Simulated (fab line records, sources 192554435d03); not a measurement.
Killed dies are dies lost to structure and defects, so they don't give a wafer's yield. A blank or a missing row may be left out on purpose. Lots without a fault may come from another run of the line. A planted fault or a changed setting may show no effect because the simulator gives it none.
Which tool did it? | flow n5_finfet | 19 lots, 57 wafers sampled, at 6 steps of a route of 1938

WHAT THE GAUGES READ, wafer by wafer
The record holds no reading of a measuring or inspecting step that can be judged against a usual standard deviation.

WHICH TOOL RAN EACH LOT (tool, then ch and the chambers of the sampled wafers, then the start)
lot  | N5_BEOL_M8_PECVD_70             | N5_BEOL_M8_HM_OPEN_17             | N5_BEOL_M8_STRIP_19                | N5_BEOL_M8_ETCH_41                            | N5_BEOL_M8_CMP_52             | N5_BEOL_M9_ETCH_41
L074 | pecvd-02 ch 1,2, day 8 18:58    | rie_metal-03 ch 0,1, day 8 20:40  | rie_diel-04 ch 0,1, day 8 20:45    | rie_diel-05 ch 0,2,3, day 9 02:41 or earlier  | cmp-01 ch 1,3, day 9 02:41    | rie_diel-02 ch 0,2,3, no start
L075 | pecvd-03 ch 1,2, day 9 15:17    | rie_metal-02 ch 1, day 9 16:54    | rie_diel-05 ch 2,3, day 9 17:06    | rie_diel-04 ch 1,3, day 9 21:33 or earlier    | cmp-01 ch 0,1, day 9 21:33    | rie_diel-02 ch 0,1,2, no start
L076 | pecvd-03 ch 1,2, day 9 17:00    | rie_metal-03 ch 0,1, day 9 19:38  | rie_diel-01 ch 0,1,2, day 9 19:57  | rie_diel-04 ch 0,1, day 9 22:46 or earlier    | cmp-03 ch 1,3, day 9 22:46    | rie_diel-06 ch 0,1, no start
L078 | pecvd-02 ch 1,2, day 9 21:35    | rie_metal-02 ch 0,1, day 9 22:40  | rie_diel-01 ch 0,2,3, day 9 22:45  | rie_diel-01 ch 0,1,2, day 10 02:25 or earlier | cmp-03 ch 0,2, day 10 02:25   | rie_diel-02 ch 1,2,3, no start
L079 | pecvd-03 ch 0,1,2, day 10 08:06 | rie_metal-01 ch 0,1, day 10 09:41 | rie_diel-01 ch 0,1,2, day 10 09:55 | rie_diel-05 ch 1,2,3, day 10 13:44 or earlier | cmp-03 ch 0,1,2, day 10 13:44 | rie_diel-02 ch 0,1,3, no start
L082 | pecvd-04 ch 0,1, day 10 16:47   | rie_metal-02 ch 0,1, day 10 18:23 | rie_diel-05 ch 0,2, day 10 18:30   | rie_diel-04 ch 1,2, day 10 23:24 or earlier   | cmp-01 ch 0,3, day 10 23:24   | rie_diel-06 ch 0,3, no start
L081 | pecvd-02 ch 0,1, day 11 00:57   | rie_metal-03 ch 0,1, day 11 03:09 | rie_diel-05 ch 0,1,3, day 11 03:16 | rie_diel-05 ch 0,1,3, day 11 07:58 or earlier | cmp-04 ch 0,1,3, day 11 07:58 | rie_diel-02 ch 1,2,3, no start
L083 | pecvd-03 ch 1,2, day 11 01:14   | rie_metal-01 ch 0,1, day 11 03:13 | rie_diel-04 ch 1,2, day 11 03:20   | rie_diel-01 ch 0,1, day 11 08:08 or earlier   | cmp-01 ch 1,2,3, day 11 08:08 | rie_diel-03 ch 0,1,2, no start
L085 | pecvd-03 ch 0,1,2, day 11 16:11 | rie_metal-02 ch 1, day 11 18:11   | rie_diel-01 ch 0,2, day 11 18:29   | rie_diel-01 ch 1,2,3, day 12 01:13 or earlier | cmp-03 ch 1,2,3, day 12 01:13 | rie_diel-06 ch 0,3, no start
L084 | pecvd-04 ch 0,1,2, day 11 16:44 | rie_metal-02 ch 1, day 11 18:32   | rie_diel-05 ch 1,2, day 11 18:43   | rie_diel-01 ch 1,3, day 12 02:11 or earlier   | cmp-03 ch 0,2,3, day 12 02:11 | rie_diel-06 ch 2,3, no start
L087 | pecvd-03 ch 0,2, day 12 10:53   | rie_metal-03 ch 0,1, day 12 12:05 | rie_diel-05 ch 0,3, day 12 12:17   | rie_diel-05 ch 0,3, day 12 17:10 or earlier   | cmp-04 ch 0,2, day 12 17:10   | rie_diel-03 ch 0,1,3, no start
L086 | pecvd-02 ch 1,2, day 12 13:56   | rie_metal-01 ch 0,1, day 12 14:49 | rie_diel-04 ch 0,1,3, day 12 14:56 | rie_diel-01 ch 0,1,2, day 12 20:22 or earlier | cmp-03 ch 0,2,3, day 12 20:22 | rie_diel-02 ch 2,3, no start
L088 | pecvd-03 ch 0,1, day 12 21:06   | rie_metal-01 ch 0,1, day 12 22:19 | rie_diel-04 ch 0,1, day 12 22:26   | rie_diel-01 ch 1,2, day 13 01:51 or earlier   | cmp-03 ch 1,2,3, day 13 01:51 | rie_diel-06 ch 0,2,3, no start
L092 | pecvd-03 ch 0,1, day 13 15:49   | rie_metal-03 ch 0,1, day 13 18:45 | rie_diel-05 ch 0,2,3, day 13 18:59 | rie_diel-01 ch 1,2,3, day 13 22:58 or earlier | cmp-01 ch 0,1,3, day 13 22:58 | rie_diel-03 ch 0,2,3, no start
L094 | pecvd-04 ch 0,1,2, day 13 19:44 | rie_metal-01 ch 0,1, day 13 21:55 | rie_diel-01 ch 0,2,3, day 13 22:01 | rie_diel-01 ch 1,2,3, day 14 02:28 or earlier | cmp-03 ch 1,2, day 14 02:28   | rie_diel-02 ch 0,1,3, no start
L093 | pecvd-02 ch 1,2, day 13 23:02   | rie_metal-02 ch 1, day 14 01:21   | rie_diel-05 ch 0,2,3, day 14 01:31 | rie_diel-04 ch 0,2,3, day 14 05:26 or earlier | cmp-03 ch 0,2, day 14 05:26   | rie_diel-03 ch 2,3, no start
L095 | pecvd-03 ch 1,2, day 14 02:49   | rie_metal-01 ch 0,1, day 14 03:40 | rie_diel-04 ch 0,2,3, day 14 03:47 | rie_diel-05 ch 0,1,3, day 14 10:16 or earlier | cmp-03 ch 0,2, day 14 10:16   | rie_diel-02 ch 2,3, no start
L096 | pecvd-03 ch 0,1, day 14 11:04   | rie_metal-01 ch 0,1, day 14 12:35 | rie_diel-04 ch 0,1, day 14 12:43   | rie_diel-04 ch 0,1,2, day 14 17:07 or earlier | cmp-03 ch 1,3, day 14 17:07   | rie_diel-02 ch 1,2,3, no start
L097 | pecvd-02 ch 1,2, day 15 04:15   | rie_metal-02 ch 1, day 15 06:27   | rie_diel-01 ch 0,1, day 15 06:37   | rie_diel-04 ch 0,1,2, day 15 10:52 or earlier | cmp-03 ch 0,2,3, day 15 10:52 | rie_diel-03 ch 0,3, no start
- N5_BEOL_M8_PECVD_70: deposits SiO2 from TEOS/O2, target thk 20 nm, time 22.7 s.
- N5_BEOL_M8_HM_OPEN_17: chemistry Cl2/BCl3, target TiN, target depth 20 nm, overetch 6 nm.
- N5_BEOL_M8_STRIP_19: strips in O2.
- N5_BEOL_M8_ETCH_41: etches SiCN in CH3F/O2, target depth 31.9 nm, time 57.8 s.
- N5_BEOL_M8_CMP_52: polishes, stops on SiCOH lowk, t overpolish 6.9 s, target thk 80 nm.
- N5_BEOL_M9_ETCH_41: etches SiCN in CH3F/O2, target depth 36.6 nm, time 70.1 s.

WHAT THE TOOLS THEMSELVES READ (means of the sampled wafers that have a number; where no wafer has one, the mark that the record gives instead)
N5_BEOL_M8_PECVD_70. Usual: heater_power_w 703 W, standard deviation 91; rf_fwd_power_W 444.9 W, standard deviation 1.8; showerhead_plenum_p_Torr 8.80 Torr, standard deviation 0.04; throttle_valve_pct 22.5 %, standard deviation 1.1.
lot  | tool     | heater_power_w (W) | rf_fwd_power_W (W) | showerhead_plenum_p_Torr (Torr) | throttle_valve_pct (%) | flag
L074 | pecvd-02 | 688                | 443.8              | 8.81                            | 21.8                   |
L075 | pecvd-03 | 651                | 444.5              | 8.77                            | 22.2                   |
L076 | pecvd-03 | 676                | 444.7              | 8.75                            | 21.8                   |
L078 | pecvd-02 | 674                | 444.2              | 8.80                            | 22.5                   |
L079 | pecvd-03 | 638                | 443.5              | 8.78                            | 22.1                   |
L082 | pecvd-04 | 882                | 446.1              | 8.87                            | 23.2                   |
L081 | pecvd-02 | 603                | 445.6              | 8.82                            | 24.5                   |
L083 | pecvd-03 | 674                | 443.5              | 8.77                            | 21.9                   |
L085 | pecvd-03 | 648                | 444.6              | 8.78                            | 22.1                   |
L084 | pecvd-04 | 885                | 445.7              | 8.80                            | 22.6                   |
L087 | pecvd-03 | 655                | 443.4              | 8.78                            | 21.8                   |
L086 | pecvd-02 | 673                | 444.5              | 8.80                            | 22.6                   |
L088 | pecvd-03 | 709                | 444.4              | 8.79                            | 22.1                   |
L092 | pecvd-03 | 675                | 445.0              | 8.80                            | 22.2                   |
L094 | pecvd-04 | 806                | 446.4              | 8.82                            | 22.8                   |
L093 | pecvd-02 | 661                | 446.3              | 8.79                            | 22.6                   |
L095 | pecvd-03 | 650                | 441.8              | 8.76                            | 21.9                   |
L096 | pecvd-03 | 653                | 444.9              | 8.80                            | 22.0                   |
L097 | pecvd-02 | 645                | 444.6              | 8.78                            | 22.7                   |

N5_BEOL_M8_HM_OPEN_17. Usual: drypump_motor_current_A 5.4 A, standard deviation 0.37; mfc_cl2_sccm 53.24 sccm, standard deviation 0.16; oes_product_au 0.65 a.u., standard deviation 0.056; rf_fwd_power_W 993 W, standard deviation 3.4; throttle_valve_pct 22.2 %, standard deviation 0.33.
lot  | tool         | drypump_motor_current_A (A) | mfc_cl2_sccm (sccm) | oes_product_au (a.u.) | rf_fwd_power_W (W) | throttle_valve_pct (%) | flag
L074 | rie_metal-03 | 5.1                         | 53.47               | 0.63                  | 991                | 22.6                   |
L075 | rie_metal-02 | 5.2                         | 53.31               | 0.71                  | 987                | 22.0                   |
L076 | rie_metal-03 | 5.4                         | 53.33               | 0.69                  | 994                | 22.5                   |
L078 | rie_metal-02 | 5.4                         | 53.52               | 0.69                  | 995                | 21.9                   |
L079 | rie_metal-01 | 5.5                         | 53.31               | 0.63                  | 992                | 22.2                   |
L082 | rie_metal-02 | 5.4                         | 53.25               | 0.65                  | 993                | 21.8                   |
L081 | rie_metal-03 | 5.1                         | 53.14               | 0.62                  | 993                | 22.6                   |
L083 | rie_metal-01 | 5.8                         | 53.25               | 0.66                  | 995                | 22.3                   |
L085 | rie_metal-02 | 5.3                         | 53.09               | 0.70                  | 989                | 22.0                   |
L084 | rie_metal-02 | 5.2                         | 53.23               | 0.70                  | 990                | 22.0                   |
L087 | rie_metal-03 | 5.3                         | 53.11               | 0.67                  | 993                | 22.5                   |
L086 | rie_metal-01 | 5.8                         | 53.18               | 0.65                  | 990                | 22.3                   |
L088 | rie_metal-01 | 5.5                         | 53.33               | 0.63                  | 993                | 22.2                   |
L092 | rie_metal-03 | 5.1                         | 53.35               | 0.61                  | 994                | 22.7                   |
L094 | rie_metal-01 | 5.8                         | 53.24               | 0.64                  | 990                | 22.4                   |
L093 | rie_metal-02 | 5.2                         | 53.13               | 0.68                  | 991                | 22.1                   |
L095 | rie_metal-01 | 5.8                         | 53.33               | 0.64                  | 991                | 22.3                   |
L096 | rie_metal-01 | 5.6                         | 53.17               | 0.61                  | 990                | 22.2                   |
L097 | rie_metal-02 | 5.2                         | 53.42               | 0.67                  | 989                | 22.1                   |

N5_BEOL_M8_STRIP_19. Usual: drypump_motor_current_A 5.9 A, standard deviation 0.53; oes_product_au 0.80 a.u., standard deviation 0.083; rf_vpp_V 3.7 V, standard deviation 0.61; showerhead_plenum_p_Torr 2.12 Torr, standard deviation 0.067; throttle_valve_pct 16.67 %, standard deviation 0.29.
lot  | tool        | drypump_motor_current_A (A) | oes_product_au (a.u.) | rf_vpp_V (V) | showerhead_plenum_p_Torr (Torr) | throttle_valve_pct (%) | flag
L074 | rie_diel-04 | 6.3                         | 0.72                  | 3.4          | 2.02                            | 16.68                  |
L075 | rie_diel-05 | 5.9                         | 0.76                  | 3.6          | 2.16                            | 16.79                  |
L076 | rie_diel-01 | 6.2                         | 0.81                  | 3.3          | 2.12                            | 16.87                  |
L078 | rie_diel-01 | 5.7                         | 0.75                  | 4.7          | 2.07                            | 16.82                  |
L079 | rie_diel-01 | 6.2                         | 0.80                  | 3.6          | 2.11                            | 16.89                  |
L082 | rie_diel-05 | 6.3                         | 0.77                  | 3.6          | 2.07                            | 16.66                  |
L081 | rie_diel-05 | 5.8                         | 0.83                  | 4.3          | 2.12                            | 16.59                  |
L083 | rie_diel-04 | 5.7                         | 0.85                  | 4.1          | 2.12                            | 16.41                  |
L085 | rie_diel-01 | 5.8                         | 0.79                  | 3.6          | 2.11                            | 16.88                  |
L084 | rie_diel-05 | 6.4                         | 0.85                  | 3.3          | 2.13                            | 16.52                  |
L087 | rie_diel-05 | 5.6                         | 0.78                  | 3.8          | 2.08                            | 16.65                  |
L086 | rie_diel-04 | 6.0                         | 0.80                  | 3.7          | 2.16                            | 16.55                  |
L088 | rie_diel-04 | 6.3                         | 0.88                  | 3.2          | 2.19                            | 16.42                  |
L092 | rie_diel-05 | 5.9                         | 0.75                  | 4.0          | 2.09                            | 16.74                  |
L094 | rie_diel-01 | 5.7                         | 0.82                  | 3.8          | 2.14                            | 16.70                  |
L093 | rie_diel-05 | 5.9                         | 0.74                  | 3.6          | 2.09                            | 16.75                  |
L095 | rie_diel-04 | 6.0                         | 0.82                  | 3.5          | 2.17                            | 16.32                  |
L096 | rie_diel-04 | 6.0                         | 0.80                  | 3.1          | 2.13                            | 16.71                  |
L097 | rie_diel-01 | 5.9                         | 0.81                  | 3.6          | 2.11                            | 17.01                  |

N5_BEOL_M8_ETCH_41. Usual: O2_flow_sccm 20.00 sccm, standard deviation 0.06; drypump_motor_current_A 6.0 A, standard deviation 0.54; oes_product_au 0.79 a.u., standard deviation 0.083; rf_fwd_power_W 391.2 W, standard deviation 1.5; rf_vpp_V 297.6 V, standard deviation 1.4; showerhead_plenum_p_Torr 2.02 Torr, standard deviation 0.06; throttle_valve_pct 16.35 %, standard deviation 0.28.
lot  | tool        | O2_flow_sccm (sccm) | drypump_motor_current_A (A) | oes_product_au (a.u.) | rf_fwd_power_W (W) | rf_vpp_V (V) | showerhead_plenum_p_Torr (Torr) | throttle_valve_pct (%) | flag
L074 | rie_diel-05 | 19.98               | 5.9                         | 0.78                  | 391.3              | 296.8        | 2.01                            | 16.34                  |
L075 | rie_diel-04 | 20.07               | 5.7                         | 0.73                  | 390.9              | 298.0        | 2.05                            | 16.34                  |
L076 | rie_diel-04 | 20.03               | 6.0                         | 0.74                  | 389.2              | 297.0        | 1.96                            | 16.46                  |
L078 | rie_diel-01 | 19.96               | 6.2                         | 0.80                  | 391.5              | 297.8        | 2.01                            | 16.52                  |
L079 | rie_diel-05 | 20.01               | 6.1                         | 0.81                  | 392.5              | 298.0        | 2.05                            | 16.29                  |
L082 | rie_diel-04 | 20.02               | 5.8                         | 0.85                  | 391.0              | 298.8        | 2.02                            | 16.07                  |
L081 | rie_diel-05 | 19.95               | 5.8                         | 0.82                  | 392.1              | 297.7        | 2.02                            | 16.24                  |
L083 | rie_diel-01 | 19.97               | 6.2                         | 0.84                  | 391.1              | 297.6        | 2.03                            | 16.62                  |
L085 | rie_diel-01 | 19.96               | 6.1                         | 0.74                  | 390.9              | 296.3        | 1.97                            | 16.51                  |
L084 | rie_diel-01 | 19.98               | 6.1                         | 0.79                  | 391.6              | 296.7        | 1.99                            | 16.59                  |
L087 | rie_diel-05 | 19.96               | 5.6                         | 0.76                  | 391.7              | 297.8        | 2.04                            | 16.42                  |
L086 | rie_diel-01 | 19.99               | 6.2                         | 0.78                  | 391.2              | 296.9        | 2.01                            | 16.57                  |
L088 | rie_diel-01 | 20.03               | 6.6                         | 0.78                  | 390.4              | 297.1        | 2.01                            | 16.58                  |
L092 | rie_diel-01 | 19.98               | 6.1                         | 0.83                  | 390.1              | 297.7        | 2.04                            | 16.37                  |
L094 | rie_diel-01 | 19.96               | 6.1                         | 0.82                  | 389.8              | 298.2        | 2.04                            | 16.37                  |
L093 | rie_diel-04 | 20.04               | 6.0                         | 0.81                  | 390.5              | 299.5        | 2.07                            | 15.97                  |
L095 | rie_diel-05 | 20.02               | 5.8                         | 0.80                  | 392.4              | 297.9        | 2.02                            | 16.30                  |
L096 | rie_diel-04 | 19.99               | 6.0                         | 0.82                  | 391.2              | 298.5        | 2.04                            | 16.09                  |
L097 | rie_diel-04 | 19.99               | 6.0                         | 0.81                  | 392.9              | 298.9        | 2.04                            | 16.11                  |

N5_BEOL_M8_CMP_52. Usual: barrier_field_endpoint_s 29.0 s, standard deviation 0.62; motor_current_A 6.3 A, standard deviation 0.58; overpolish_run_s 6.900 s, standard deviation 0.0079; pad_life_wafers 1002, standard deviation 730; slurry_flow_ml_min 150.0, standard deviation 0.49; time_to_endpoint_s 63.3 s, standard deviation 2.8.
lot  | tool   | barrier_field_endpoint_s (s) | motor_current_A (A) | overpolish_run_s (s) | pad_life_wafers | slurry_flow_ml_min | time_to_endpoint_s (s) | flag
L074 | cmp-01 | 29.5                         | 6.3                 | 6.889                | 1813            | 149.5              | 67.4                   |
L075 | cmp-01 | 29.3                         | 7.1                 | 6.897                | 1982            | 150.4              | 64.4                   |
L076 | cmp-03 | 28.7                         | 6.3                 | 6.904                | 1843            | 149.9              | 65.7                   |
L078 | cmp-03 | 28.4                         | 6.0                 | 6.905                | 1873            | 149.9              | 64.2                   |
L079 | cmp-03 | 29.1                         | 6.1                 | 6.908                | 1976            | 149.8              | 62.6                   |
L082 | cmp-01 | 29.1                         | 6.3                 | 6.899                | 60              | 150.6              | 61.7                   |
L081 | cmp-04 | 28.5                         | 5.8                 | 6.900                | 1646            | 150.2              | 62.7                   |
L083 | cmp-01 | 28.7                         | 6.7                 | 6.897                | 134             | 149.6              | 60.8                   |
L085 | cmp-03 | 29.4                         | 6.2                 | 6.901                | 176             | 150.0              | 63.0                   |
L084 | cmp-03 | 29.2                         | 6.4                 | 6.901                | 187             | 150.5              | 64.0                   |
L087 | cmp-04 | 28.5                         | 5.7                 | 6.904                | 1885            | 150.1              | 61.0                   |
L086 | cmp-03 | 28.9                         | 6.2                 | 6.902                | 320             | 149.7              | 62.9                   |
L088 | cmp-03 | 29.2                         | 6.3                 | 6.900                | 362             | 150.0              | 63.7                   |
L092 | cmp-01 | 28.7                         | 6.5                 | 6.903                | 627             | 149.7              | 60.0                   |
L094 | cmp-03 | 29.8                         | 6.1                 | 6.907                | 571             | 149.6              | 66.3                   |
L093 | cmp-03 | 29.7                         | 6.1                 | 6.900                | 596             | 150.3              | 65.1                   |
L095 | cmp-03 | 29.5                         | 6.2                 | 6.895                | 632             | 150.7              | 66.2                   |
L096 | cmp-03 | 29.5                         | 6.3                 | 6.903                | 727             | 149.6              | 67.6                   |
L097 | cmp-03 | 29.3                         | 6.2                 | 6.902                | 908             | 150.0              | 66.1                   |

N5_BEOL_M9_ETCH_41. Usual: O2_flow_sccm 20.00 sccm, standard deviation 0.061; drypump_motor_current_A 5.9 A, standard deviation 0.37; oes_product_au 0.80 a.u., standard deviation 0.081; rf_fwd_power_W 392.0 W, standard deviation 1.4; rf_vpp_V 297.9 V, standard deviation 1.8; showerhead_plenum_p_Torr 2.03 Torr, standard deviation 0.081; throttle_valve_pct 16.27 %, standard deviation 0.25.
lot  | tool        | O2_flow_sccm (sccm) | drypump_motor_current_A (A) | oes_product_au (a.u.) | rf_fwd_power_W (W) | rf_vpp_V (V) | showerhead_plenum_p_Torr (Torr) | throttle_valve_pct (%) | flag
L074 | rie_diel-02 | 20.02               | 5.9                         | 0.84                  | 394.1              | 297.9        | 2.05                            | 16.28                  |
L075 | rie_diel-02 | 19.98               | 6.2                         | 0.77                  | 393.8              | 298.1        | 2.03                            | 16.26                  |
L076 | rie_diel-06 | 20.03               | 6.0                         | 0.75                  | 392.7              | 296.2        | 2.00                            | 16.37                  |
L078 | rie_diel-02 | 20.03               | 6.0                         | 0.80                  | 393.0              | 298.1        | 2.04                            | 16.32                  |
L079 | rie_diel-02 | 20.03               | 5.9                         | 0.82                  | 393.4              | 299.5        | 2.10                            | 16.09                  |
L082 | rie_diel-06 | 20.09               | 5.9                         | 0.87                  | 390.6              | 298.7        | 2.06                            | 16.07                  |
L081 | rie_diel-02 | 19.92               | 6.0                         | 0.78                  | 392.7              | 297.6        | 2.03                            | 16.33                  |
L083 | rie_diel-03 | 20.01               | 5.9                         | 0.77                  | 390.8              | 296.8        | 1.98                            | 16.42                  |
L085 | rie_diel-06 | 20.06               | 5.9                         | 0.91                  | 391.3              | 297.1        | 2.01                            | 16.09                  |
L084 | rie_diel-06 | 20.07               | 5.7                         | 0.81                  | 389.6              | 299.1        | 2.08                            | 16.13                  |
L087 | rie_diel-03 | 20.00               | 6.0                         | 0.82                  | 391.2              | 296.1        | 2.00                            | 16.40                  |
L086 | rie_diel-02 | 19.95               | 5.8                         | 0.82                  | 392.4              | 297.8        | 2.05                            | 16.39                  |
L088 | rie_diel-06 | 19.96               | 5.7                         | 0.85                  | 392.5              | 297.6        | 2.03                            | 16.16                  |
L092 | rie_diel-03 | 20.01               | 5.8                         | 0.81                  | 390.4              | 296.6        | 1.94                            | 16.35                  |
L094 | rie_diel-02 | 20.05               | 5.9                         | 0.78                  | 393.0              | 299.4        | 2.10                            | 16.13                  |
L093 | rie_diel-03 | 19.91               | 5.3                         | 0.77                  | 390.9              | 296.1        | 1.92                            | 16.42                  |
L095 | rie_diel-02 | 20.05               | 5.8                         | 0.82                  | 393.3              | 298.0        | 2.05                            | 16.41                  |
L096 | rie_diel-02 | 19.98               | 6.0                         | 0.76                  | 391.9              | 298.2        | 2.02                            | 16.37                  |
L097 | rie_diel-03 | 20.00               | 6.2                         | 0.83                  | 391.5              | 295.6        | 1.95                            | 16.29                  |

THE ANSWER, worked out from the rows above alone
Rule: a lot is off if the mean of its wafers that have a number lies more than 3 standard deviations from the usual mean. A lot without any number at a reading at which 4 lots or more have one is off too. The other lots that the step has rows for count as sound. The gauges are gone through in route order, then the tools' own readings, and for those a lot's mean is taken as printed above. The first step at which some lot is off is used, and at that step the reading that is off furthest; a lot without a number counts as furthest.
No lot is off at any reading shown: from this, nothing can be told.

WHAT THE SIMULATOR HAD PUT IN
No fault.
